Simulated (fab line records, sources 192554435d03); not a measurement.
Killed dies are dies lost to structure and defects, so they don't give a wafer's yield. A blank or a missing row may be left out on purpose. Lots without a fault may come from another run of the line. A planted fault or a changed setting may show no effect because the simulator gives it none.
fab line records | flow n5_finfet
record lots=24 wafers=72 last_day=18
route steps=1938 shown MOL_CONTACT_COAG@550 BEOL_M0_SAQP@640
lots that met no fault: from a run of the same line without faults
start_h: hours from the record's first day to the start of the lot's first wafer shown | wait_h: hours since the lot's step before | " the same as in the row above | L1.1+2: a row that stands for several wafers | - no value, or no start given | * or withheld: withheld | < > ~ a bound
route shown NAME@n: a module of which the file shows steps, and the number in the route of the first | usual: mean/standard deviation of fault-free wafers | same: alike in all rows | chamber/n: place in a boat | sites: the reading at each site | _std_site: their standard deviation | _edge_site: outer sites' mean less inner sites' | radius_mm: how far each site lies from the wafer's centre | mask NAME#n: copy n | behind: the tool/chamber that last shaped the wafer | hold: why the lot was held/for how many hours/how that ended | device: the transistor (n, p or np) that didn't switch | end of line: the same wafers' tests at the end of the route | a step without rows: its recipe alone | killed: dies lost to structure and defects at the first sort, not the wafer's yield | map: a wafer's dies, x killed, . not, _ none there
set.NAME: the setting as run; set.NAME@STEP: as run at that earlier step | model.NAME: the simulator's own value behind a step, which no gauge read
steps of the route over a sample of lots; a table a step, a row a wafer
services: from which hour (start_h, from the record's first day; less than 0 if before it) a tool's chamber was out of use, for how many hours, and why
## steps
# step N5_MOL_CONTACT_COAG_PRE_CLEAN_142
# recipe gas=H2/He time_s=60 temp_c=300
# usual heater_power_w=465/47
# columns lot.wafer tool chamber start_h wait_h heater_power_w
L074.3 pvd_sputter-02 - 93.63 1.9 475
L074.4 " - " " 389
L074.6 " - " " 474
L075.1 pvd_sputter-03 - 100.14 1.3 441
L075.3 " - " " 483
L075.5 " - " " 573
L076.3 pvd_sputter-03 - 108.59 2.7 567
L076.5 " - " " 559
L076.6 " - " " 438
L077.1 pvd_sputter-02 - 115.35 1.9 474
L077.2 " - " " 435
L077.6 " - " " 463
L078.3 pvd_sputter-03 - 117.04 0.9 570
L078.5 " - " " 494
L078.6 " - " " 419
L079.2 pvd_sputter-01 - 131.12 2.0 429
L079.3 " - " " 489
L079.6 " - " " 490
L080.1 pvd_sputter-02 - 135.68 3.0 453
L080.2 " - " " 401
L080.3 " - " " 458
L081.1 pvd_sputter-01 - 139.63 2.1 448
L081.3 " - " " 492
L081.6 " - " " 417
L082.4 pvd_sputter-01 - 143.42 1.8 444
L082.5 " - " " 442
L082.6 " - " " 491
L083.3 pvd_sputter-03 - 148.82 1.1 574
L083.4 " - " " 501
L083.6 " - " " 572
L084.1 pvd_sputter-03 - 159.20 1.0 427
L084.4 " - " " 432
L084.6 " - " " 422
L085.2 pvd_sputter-01 - 161.20 2.2 442
L085.3 " - " " 483
L085.4 " - " " 424
L086.1 pvd_sputter-01 - 168.93 3.2 424
L086.2 " - " " 445
L086.3 " - " " 472
L087.1 pvd_sputter-03 - 174.39 4.4 558
L087.4 " - " " 427
L087.5 " - " " 559
L088.1 pvd_sputter-03 - 178.89 1.8 559
L088.3 " - " " 440
L088.6 " - " " 413
L089.3 pvd_sputter-01 - 185.22 0.8 477
L089.4 " - " " 488
L089.6 " - " " 440
L090.2 pvd_sputter-03 - 188.80 1.5 416
L090.4 " - " " 574
L090.6 " - " " 429
L091.2 pvd_sputter-03 - 197.99 1.4 431
L091.4 " - " " 561
L091.5 " - " " 440
L093.2 pvd_sputter-03 - 209.16 2.5 580
L093.4 " - " " 430
L093.5 " - " " 432
L094.3 pvd_sputter-01 - 216.97 2.3 480
L094.4 " - " " 440
L094.5 " - " " 492
L092.1 pvd_sputter-02 - 217.01 2.3 401
L092.2 " - " " 475
L092.5 " - " " 459
L095.2 pvd_sputter-02 - 221.13 1.7 480
L095.3 " - " " 433
L095.5 " - " " 485
L096.2 pvd_sputter-03 - 227.84 1.6 485
L096.4 " - " " 428
L096.6 " - " " 432
L097.2 pvd_sputter-03 - 233.71 2.7 576
L097.3 " - " " 447
L097.5 " - " " 420
# step N5_MOL_CONTACT_COAG_OVL_MEAS_41
# recipe points_per_wafer=522
# usual VD_OVL=-0.3/0.7
# columns lot.wafer tool chamber start_h wait_h VD_OVL[nm]
L074.3 overlay-02 0 100.38 0.0 -2.4
L074.4 " 0 " " -0.7
L074.6 " 0 " " -1.2
L075.1 overlay-01 0 106.52 0.0 -1.4
L075.3 " 0 " " -0.7
L075.5 " 0 " " -0.8
L076.3 overlay-01 0 114.52 0.0 -0.3
L076.5 " 0 " " -1.1
L076.6 " 0 " " -0.2
L077.1 overlay-01 0 122.98 0.0 1.1
L077.2 " 0 " " -0.1
L077.6 " 0 " " 0.6
L078.3 overlay-02 0 123.99 0.0 -1.2
L078.5 " 0 " " -1.0
L078.6 " 0 " " -0.6
L079.2 overlay-02 0 136.82 0.0 0.0
L079.3 " 0 " " 0.6
L079.6 " 0 " " -0.4
L080.1 overlay-01 0 140.92 0.0 0.2
L080.2 " 0 " " 0.4
L080.3 " 0 " " 0.4
L081.1 overlay-01 0 145.24 0.0 0.2
L081.3 " 0 " " -0.5
L081.6 " 0 " " 0.3
L082.4 overlay-02 0 149.30 0.0 -0.2
L082.5 " 0 " " -0.1
L082.6 " 0 " " 0.5
L083.3 overlay-01 0 154.05 0.0 0.6
L083.4 " 0 " " 0.1
L083.6 " 0 " " 0.6
L084.1 overlay-02 0 164.70 0.0 0.6
L084.4 " 0 " " -0.2
L084.6 " 0 " " 0.3
L085.2 overlay-02 0 166.61 0.0 0.7
L085.3 " 0 " " 0.3
L085.4 " 0 " " -0.3
L086.1 overlay-02 0 174.64 0.0 0.4
L086.2 " 0 " " -0.5
L086.3 " 0 " " -0.2
L087.1 overlay-02 0 181.59 0.0 -0.1
L087.4 " 0 " " 0.8
L087.5 " 0 " " -0.7
L088.1 overlay-02 0 185.44 0.0 0.1
L088.3 " 0 " " -1.6
L088.6 " 0 " " -0.5
L089.3 overlay-02 0 190.88 0.0 0.2
L089.4 " 0 " " -0.3
L089.6 " 0 " " -1.5
L090.2 overlay-02 0 195.09 0.0 -1.1
L090.4 " 0 " " 0.5
L090.6 " 0 " " 0.5
L091.2 overlay-02 0 203.39 0.0 -0.8
L091.4 " 0 " " 0.5
L091.5 " 0 " " 0.1
L093.2 overlay-02 0 214.48 0.0 0.7
L093.4 " 0 " " 0.7
L093.5 " 0 " " 1.1
L094.3 overlay-02 0 222.75 0.0 -0.7
L094.4 " 0 " " -0.3
L094.5 " 0 " " -0.8
L092.1 overlay-02 0 222.92 0.0 0.2
L092.2 " 0 " " 0.4
L092.5 " 0 " " 0.9
L095.2 overlay-02 0 226.48 0.0 -0.8
L095.3 " 0 " " -0.7
L095.5 " 0 " " -1.8
L096.2 overlay-02 0 233.08 0.1 -1.8
L096.4 " 0 " " -1.2
L096.6 " 0 " " -0.7
L097.2 overlay-02 0 239.64 0.0 -0.4
L097.3 " 0 " " -0.6
L097.5 " 0 " " -0.8
# step N5_MOL_CONTACT_COAG_CD_MEAS_101
# recipe target_cd_nm=16
# usual cd_nm=15.9/0.35
# columns lot.wafer tool chamber start_h wait_h cd_nm
L074.3 cd_sem-03 - 101.63 0.0 15.6
L074.4 " - " " 16.1
L074.6 " - " " 15.9
L075.1 cd_sem-02 - 107.51 0.0 16.5
L075.3 " - " " 15.7
L075.5 " - " " 16.6
L076.3 cd_sem-03 - 116.19 0.0 16.1
L076.5 " - " " 15.5
L076.6 " - " " 15.4
L077.1 cd_sem-01 - 124.87 0.0 15.6
L077.2 " - " " 15.5
L077.6 " - " " 15.7
L078.3 cd_sem-02 - 125.81 0.0 15.9
L078.5 " - " " 15.9
L078.6 " - " " 16.1
L079.2 cd_sem-02 - 138.71 0.0 16.0
L079.3 " - " " 15.1
L079.6 " - " " 15.8
L080.1 cd_sem-01 - 143.05 0.0 16.5
L080.2 " - " " 16.2
L080.3 " - " " 16.0
L081.1 cd_sem-02 - 146.45 0.0 16.2
L081.3 " - " " 16.3
L081.6 " - " " 16.5
L082.4 cd_sem-03 - 150.20 0.0 16.0
L082.5 " - " " 15.8
L082.6 " - " " 16.1
L083.3 cd_sem-03 - 155.35 0.0 15.8
L083.4 " - " " 15.8
L083.6 " - " " 15.4
L084.1 cd_sem-03 - 165.71 0.0 15.7
L084.4 " - " " 15.8
L084.6 " - " " 16.0
L085.2 cd_sem-02 - 167.52 0.0 15.9
L085.3 " - " " 15.8
L085.4 " - " " 15.3
L086.1 cd_sem-01 - 175.55 0.0 15.8
L086.2 " - " " 15.8
L086.3 " - " " 15.6
L087.1 cd_sem-03 - 182.92 0.0 15.9
L087.4 " - " " 16.1
L087.5 " - " " 16.0
L088.1 cd_sem-01 - 186.36 0.0 15.8
L088.3 " - " " 15.8
L088.6 " - " " 15.6
L089.3 cd_sem-03 - 191.78 0.0 15.6
L089.4 " - " " 16.2
L089.6 " - " " 15.7
L090.2 cd_sem-02 - 196.00 0.0 16.4
L090.4 " - " " 16.2
L090.6 " - " " 16.1
L091.2 cd_sem-01 - 204.33 0.0 15.8
L091.4 " - " " 16.3
L091.5 " - " " 15.7
L093.2 cd_sem-02 - 215.45 0.0 15.7
L093.4 " - " " 15.1
L093.5 " - " " 15.7
L094.3 cd_sem-03 - 223.87 0.0 15.7
L094.4 " - " " 15.7
L094.5 " - " " 16.5
L092.1 cd_sem-01 - 223.97 0.0 15.6
L092.2 " - " " 16.7
L092.5 " - " " 16.0
L095.2 cd_sem-01 - 227.52 0.0 15.5
L095.3 " - " " 16.3
L095.5 " - " " 15.3
L096.2 cd_sem-01 - 234.23 0.0 15.9
L096.4 " - " " 15.9
L096.6 " - " " 15.7
L097.2 cd_sem-03 - 240.77 0.0 16.4
L097.3 " - " " 15.6
L097.5 " - " " 16.3
# step N5_BEOL_M0_SAQP_HM_DEP_111
# recipe material=SiO2 target_thk_a=120 temp_c=400 precursor=SiH4/N2O pressure_torr=0.75 rf_w=275 time_s=7.2
# usual heater_power_w=745/95 rf_fwd_power_W=273.0/0.93 showerhead_plenum_p_Torr=8.14/0.15
# columns lot.wafer tool chamber start_h wait_h heater_power_w rf_fwd_power_W showerhead_plenum_p_Torr
L074.3 pecvd-02 0 107.02 0.0 691 272.8 8.08
L074.4 " 2 " " 823 272.9 8.32
L074.6 " 1 " " 621 272.7 7.91
L075.1 pecvd-03 1 112.22 0.0 727 272.1 7.85
L075.3 " 2 " " 809 272.1 8.18
L075.5 " 1 " " 733 273.7 7.85
L076.3 pecvd-02 0 122.44 0.0 642 272.5 8.11
L076.5 " 1 " " 598 273.1 7.92
L076.6 " 2 " " 777 274.1 8.32
L077.1 pecvd-02 0 131.32 0.0 717 273.5 8.10
L077.2 " 1 " " 585 272.3 7.92
L077.6 " 2 " " 696 275.3 8.33
L078.3 pecvd-03 0 133.42 0.0 869 272.9 8.30
L078.5 " 2 " " 793 273.0 8.19
L078.6 " 0 " " 865 272.9 8.30
L079.2 pecvd-02 1 143.99 0.0 554 271.6 7.91
L079.3 " 2 " " 713 273.2 8.32
L079.6 " 2 " " 715 274.3 8.33
L080.1 pecvd-02 1 148.88 0.0 574 273.6 7.92
L080.2 " 0 " " 620 272.9 8.08
L080.3 " 2 " " 772 273.4 8.31
L081.1 pecvd-01 2 152.49 0.0 761 273.0 8.17
L081.3 " 0 " " 775 272.3 8.25
L081.6 " 1 " " 886 272.7 8.13
L082.4 pecvd-01 1 157.33 0.1 884 272.2 8.14
L082.5 " 2 " " 817 272.1 8.17
L082.6 " 0 " " 790 274.2 8.26
L083.3 pecvd-02 2 161.51 0.1 701 273.7 8.30
L083.4 " 1 " " 660 273.8 7.94
L083.6 " 2 " " 699 274.3 8.31
L084.1 pecvd-03 0 170.76 0.0 760 271.9 8.28
L084.4 " 0 " " 779 272.9 8.30
L084.6 " 1 " " 651 272.0 7.87
L085.2 pecvd-02 2 175.15 0.0 812 273.6 8.32
L085.3 " 1 " " 585 272.4 7.93
L085.4 " 1 " " 559 272.3 7.92
L086.1 pecvd-01 1 180.83 0.0 887 274.0 8.13
L086.2 " 2 " " 737 271.7 8.18
L086.3 " 0 " " 732 273.5 8.23
L087.1 pecvd-03 1 189.16 0.0 668 272.7 7.85
L087.4 " 0 " " 871 272.9 8.31
L087.5 " 1 " " 658 271.6 7.84
L088.1 pecvd-01 0 192.65 0.0 725 272.8 8.24
L088.3 " 0 " " 737 273.9 8.26
L088.6 " 0 " " 741 272.6 8.25
L089.3 pecvd-02 0 197.54 0.0 666 273.8 8.10
L089.4 " 0 " " 661 273.5 8.10
L089.6 " 2 " " 762 273.4 8.31
L090.2 pecvd-03 0 201.51 0.0 840 273.3 8.29
L090.4 " 0 " " 857 273.1 8.31
L090.6 " 2 " " 766 272.1 8.20
L093.2 pecvd-02 2 221.36 0.0 694 273.6 8.32
L093.4 " 1 " " 605 271.0 7.93
L093.5 " 0 " " 635 273.5 8.08
L091.2 pecvd-01 1 221.55 0.0 918 274.1 8.12
L091.4 " 0 " " 681 271.7 8.26
L091.5 " 1 " " 926 273.3 8.12
L094.3 pecvd-01 1 228.92 0.0 842 274.6 8.13
L094.4 " 1 " " 863 273.8 8.14
L094.5 " 0 " " 664 273.2 8.25
L092.1 pecvd-01 2 232.36 0.0 823 271.4 8.18
L092.2 " 1 " " 953 274.0 8.13
L092.5 " 2 " " 832 270.8 8.18
L095.2 pecvd-03 0 234.88 0.0 902 272.2 8.32
L095.3 " 1 " " 790 273.4 7.86
L095.5 " 2 " " 671 272.6 8.17
L096.2 pecvd-01 1 241.00 0.0 886 274.4 8.15
L096.4 " 1 " " 886 274.5 8.13
L096.6 " 0 " " 730 272.9 8.25
L097.2 pecvd-01 2 246.37 0.0 800 270.8 8.17
L097.3 " 0 " " 695 273.5 8.27
L097.5 " 2 " " 810 272.5 8.17
# step N5_BEOL_M0_SAQP_CD_MEAS_14
# recipe target_cd_nm=42.5 landing_energy_ev=500 detector=se_inlens
# usual cd_nm=42.3/0.35
# same landing_energy_ev=500
# columns lot.wafer tool chamber start_h wait_h cd_nm
L074.3 cd_sem-02 0 107.47 - 42.2
L074.4 " 0 " " 42.8
L074.6 " 0 " " 42.2
L075.1 cd_sem-03 0 112.67 - 41.7
L075.3 " 0 " " 41.7
L075.5 " 0 " " 42.0
L076.3 cd_sem-02 0 122.89 - 41.8
L076.5 " 0 " " 41.5
L076.6 " 0 " " 42.3
L077.1 cd_sem-01 0 131.66 - 42.8
L077.2 " 0 " " 42.2
L077.6 " 0 " " 42.6
L078.3 cd_sem-01 0 133.87 - 42.0
L078.5 " 0 " " 42.1
L078.6 " 0 " " 42.4
L079.2 cd_sem-03 0 144.43 - 42.3
L079.3 " 0 " " 42.2
L079.6 " 0 " " 42.2
L080.1 cd_sem-03 0 149.33 - 42.3
L080.2 " 0 " " 42.9
L080.3 " 0 " " 42.1
L081.1 cd_sem-01 0 152.81 - 42.8
L081.3 " 0 " " 42.0
L081.6 " 0 " " 42.4
L082.4 cd_sem-03 0 157.63 - 41.9
L082.5 " 0 " " 41.9
L082.6 " 0 " " 42.5
L083.3 cd_sem-02 0 161.95 - 42.1
L083.4 " 0 " " 42.1
L083.6 " 0 " " 41.4
L084.1 cd_sem-03 0 171.08 - 42.4
L084.4 " 0 " " 42.0
L084.6 " 0 " " 42.4
L085.2 cd_sem-03 0 175.47 - 42.5
L085.3 " 0 " " 42.0
L085.4 " 0 " " 42.0
L086.1 cd_sem-03 0 181.15 - 43.1
L086.2 " 0 " " 42.6
L086.3 " 0 " " 42.9
L087.1 cd_sem-01 0 189.48 - 41.8
L087.4 " 0 " " 42.1
L087.5 " 0 " " 42.5
L088.1 cd_sem-02 0 193.12 - 42.1
L088.3 " 0 " " 42.5
L088.6 " 0 " " 42.1
L089.3 cd_sem-01 0 197.98 - 42.8
L089.4 " 0 " " 42.2
L089.6 " 0 " " 42.5
L090.2 cd_sem-03 0 201.83 - 42.4
L090.4 " 0 " " 42.1
L090.6 " 0 " " 42.4
L093.2 cd_sem-03 0 221.69 - 41.9
L093.4 " 0 " " 42.1
L093.5 " 0 " " 41.6
L091.2 cd_sem-02 0 222.00 - 43.3
L091.4 " 0 " " 42.9
L091.5 " 0 " " 42.9
L094.3 cd_sem-03 0 229.37 - 41.8
L094.4 " 0 " " 42.1
L094.5 " 0 " " 42.5
L092.1 cd_sem-01 0 232.80 - 42.6
L092.2 " 0 " " 42.3
L092.5 " 0 " " 42.2
L095.2 cd_sem-03 0 235.22 - 41.9
L095.3 " 0 " " 42.4
L095.5 " 0 " " 42.4
L096.2 cd_sem-01 0 241.45 - 42.4
L096.4 " 0 " " 42.3
L096.6 " 0 " " 42.5
L097.2 cd_sem-02 0 246.69 - 41.8
L097.3 " 0 " " 42.1
L097.5 " 0 " " 42.6
# step N5_BEOL_M0_SAQP_ETCH_84
# recipe chemistry=N2/H2 target=SOC target_depth_a=1000 overetch_a=200 mask_material=SiARC temp_c=40 time_s=150 ion_energy_ev=200 pressure_mtorr=30 source_w=840 bias_w=150 n2_flow_sccm=200 h2_flow_sccm=200
# usual drypump_motor_current_A=5.82/0.24 oes_product_au=0.70/0.075 rf_fwd_power_W=836.2/2.6 rf_vpp_V=524.2/2.4 showerhead_plenum_p_Torr=2.55/0.081 throttle_valve_pct=17.8/0.33
# columns lot.wafer tool chamber start_h wait_h drypump_motor_current_A oes_product_au rf_fwd_power_W rf_hours_counter_h rf_vpp_V showerhead_plenum_p_Torr throttle_valve_pct
L074.3 rie_diel-06 1 107.64 0.0 5.41 0.70 837.8 133 526.6 2.66 18.0
L074.4 " 3 " " 5.81 0.81 841.6 30 523.0 2.48 17.3
L074.6 " 3 " " 5.84 0.80 840.7 - 520.9 2.48 17.3
L075.1 rie_diel-05 2 112.85 0.0 6.04 0.64 835.1 176 520.5 2.44 18.1
L075.3 " 0 " " 5.62 0.61 838.8 237 525.8 2.61 17.7
L075.5 " 3 " " 5.63 0.86 836.4 - 525.1 2.59 17.6
L076.3 rie_diel-06 2 123.06 0.0 5.84 0.69 834.2 149 525.7 2.55 18.1
L076.5 " 0 " " 6.09 0.66 835.9 - 523.3 2.51 17.8
L076.6 " 1 " " 5.41 0.70 836.5 - 526.5 2.66 18.0
L077.1 rie_diel-05 1 132.12 0.0 5.91 0.64 840.5 192 526.6 2.63 18.2
L077.2 " 2 " " 6.02 0.63 829.5 183 520.2 2.44 18.1
L077.6 " 3 " " 5.61 0.84 835.4 - 524.8 2.59 17.6
L078.3 rie_diel-06 0 134.04 0.0 6.11 0.65 835.6 196 524.5 2.51 17.8
L078.5 " 2 " " 5.81 0.69 834.1 - 521.8 2.55 18.1
L078.6 " 3 " " 5.86 0.79 839.0 - 522.9 2.47 17.3
L079.2 rie_diel-06 1 144.61 0.0 5.41 0.69 836.2 144 527.7 2.65 18.0
L079.3 " 0 " " 6.10 0.65 832.5 198 524.1 2.51 17.8
L079.6 " 0 " " 6.08 0.65 835.6 - 523.1 2.51 17.8
L080.1 rie_diel-05 1 150.07 0.0 5.93 0.63 832.7 197 525.8 2.63 18.2
L080.2 " 3 " " 5.63 0.82 835.8 14 525.4 2.58 17.6
L080.3 " 2 " " 6.09 0.64 840.7 188 520.8 2.44 18.2
L081.1 rie_diel-05 0 153.38 0.0 5.60 0.60 832.1 250 526.4 2.61 17.7
L081.3 " 3 " " 5.63 0.82 833.5 15 525.3 2.58 17.6
L081.6 " 2 " " 6.07 0.63 837.6 - 520.1 2.44 18.2
L082.4 rie_diel-06 3 157.80 0.0 5.85 0.77 835.6 47 522.2 2.47 17.3
L082.5 " 2 " " 5.85 0.67 840.6 - 523.6 2.55 18.1
L082.6 " 3 " " 5.85 0.78 834.7 - 522.6 2.47 17.3
L083.3 rie_diel-05 3 162.12 0.0 5.65 0.82 835.1 19 524.2 2.58 17.6
L083.4 " 2 " " 6.11 0.63 835.1 - 520.9 2.43 18.2
L083.6 " 1 " " 5.92 0.63 834.5 - 524.4 2.63 18.2
L084.1 rie_diel-03 1 171.26 0.0 6.37 0.66 834.9 160 526.0 2.65 17.5
L084.4 " 0 " " 5.61 0.81 831.6 32 525.3 2.61 17.9
L084.6 " 3 " " 5.46 0.71 838.2 - 520.5 2.48 18.1
L085.2 rie_diel-06 1 175.85 0.0 5.42 0.68 833.3 153 527.3 2.65 18.0
L085.3 " 3 " " 5.86 0.77 834.2 52 521.8 2.47 17.3
L085.4 " 1 " " 5.43 0.68 837.6 - 527.8 2.65 18.0
L086.1 rie_diel-03 3 181.33 0.0 5.45 0.71 839.0 119 523.1 2.47 18.1
L086.2 " 0 " " 5.57 0.80 835.7 34 524.4 2.61 17.9
L086.3 " 1 " " 6.36 0.65 834.3 163 527.7 2.65 17.5
L087.1 rie_diel-06 1 189.65 0.0 5.41 0.67 838.0 157 525.6 2.65 18.0
L087.4 " 3 " " 5.84 0.76 834.8 56 522.3 2.46 17.3
L087.5 " 0 " " 6.13 0.65 839.6 - 522.2 2.50 17.8
L088.1 rie_diel-05 0 193.29 0.0 5.64 0.85 831.8 5 525.7 2.60 17.3
L088.3 " 1 " " 5.92 0.62 838.2 212 526.6 2.62 18.2
L088.6 " 1 " " 5.93 0.62 837.4 - 525.1 2.62 18.2
L089.3 rie_diel-05 1 198.17 0.0 5.94 0.62 834.5 214 525.0 2.62 18.2
L089.4 " 3 " " 5.65 0.79 837.7 31 526.4 2.58 17.6
L089.6 " 3 " " 5.65 0.78 835.6 - 525.2 2.58 17.6
L090.2 rie_diel-05 1 202.00 0.0 5.91 0.62 835.7 216 524.6 2.62 18.2
L090.4 " 2 " " 6.05 0.63 841.5 - 519.5 2.43 18.2
L090.6 " 1 " " 5.91 0.62 834.3 - 526.2 2.62 18.2
L093.2 rie_diel-06 3 221.99 0.0 5.84 0.75 839.0 67 521.8 2.46 17.3
L093.4 " 2 " " 5.85 0.66 837.3 177 524.3 2.54 18.1
L093.5 " 1 " " 5.40 0.68 834.9 - 527.7 2.64 18.0
L091.2 rie_diel-03 1 222.17 0.0 6.33 0.65 839.1 177 527.7 2.64 17.5
L091.4 " 0 " " 5.65 0.78 831.9 49 524.3 2.61 17.9
L091.5 " 3 " " 5.47 0.70 835.3 - 523.0 2.47 18.1
L094.3 rie_diel-06 0 229.54 0.0 6.10 0.64 836.8 225 524.7 2.50 17.9
L094.4 " 3 " " 5.85 0.75 838.8 69 523.0 2.46 17.3
L094.5 " 2 " " 5.85 0.67 833.5 - 524.2 2.54 18.1
L092.1 rie_diel-05 2 232.97 0.0 6.06 0.61 837.5 216 519.7 2.42 18.2
L092.2 " 3 " " 5.61 0.78 832.7 39 522.9 2.57 17.7
L092.5 " 1 " " 5.90 0.62 834.3 - 525.4 2.62 18.2
L095.2 rie_diel-05 0 235.39 0.0 5.66 0.82 834.1 19 525.4 2.60 17.4
L095.3 " 2 " " 6.02 0.62 837.5 217 520.0 2.43 18.2
L095.5 " 1 " " 5.94 0.61 835.3 - 525.1 2.62 18.2
L096.2 rie_diel-03 1 241.73 0.0 6.30 0.64 835.8 184 525.2 2.64 17.6
L096.4 " 0 " " 5.60 0.78 833.8 56 525.3 2.60 17.9
L096.6 " 2 " " 5.73 0.77 837.8 - 526.8 2.69 17.5
L097.2 rie_diel-06 0 246.88 0.0 6.10 0.63 836.1 231 524.5 2.50 17.9
L097.3 " 1 " " 5.42 0.66 839.9 176 525.9 2.64 18.1
L097.5 " 0 " " 6.09 0.63 836.1 - 523.3 2.50 17.9
## services
# columns tool chamber start_h hours kind
rie_diel-05 2 72.79 5.3 repair
pecvd-02 1 74.20 5.5 scheduled_down
rie_diel-05 3 85.04 - clean
rie_diel-05 3 85.04 - consumable_replace:focus_ring
rie_diel-05 3 85.04 23.4 scheduled_down
rie_diel-05 3 85.04 23.4 vent_cycle
rie_diel-06 0 85.75 15.1 repair
rie_diel-06 2 92.67 2.6 repair
pecvd-01 - 110.41 6.0 pm
rie_diel-03 2 120.54 4.1 repair
pecvd-01 0 124.34 8.1 repair
pecvd-02 - 144.48 2.8 pm
rie_diel-05 0 154.46 - clean
rie_diel-05 0 154.46 - consumable_replace:focus_ring
rie_diel-05 0 154.46 21.4 scheduled_down
rie_diel-05 0 154.46 21.4 vent_cycle
rie_diel-03 - 157.42 0.6 repair
pecvd-02 0 159.36 2.1 scheduled_down
pecvd-02 - 177.29 1.3 repair
rie_diel-03 3 181.91 13.3 repair
pecvd-01 2 187.71 5.5 scheduled_down
rie_diel-05 3 199.25 6.7 repair
rie_diel-05 - 215.61 0.7 repair
rie_diel-05 3 239.24 9.6 repair
## key
fault none
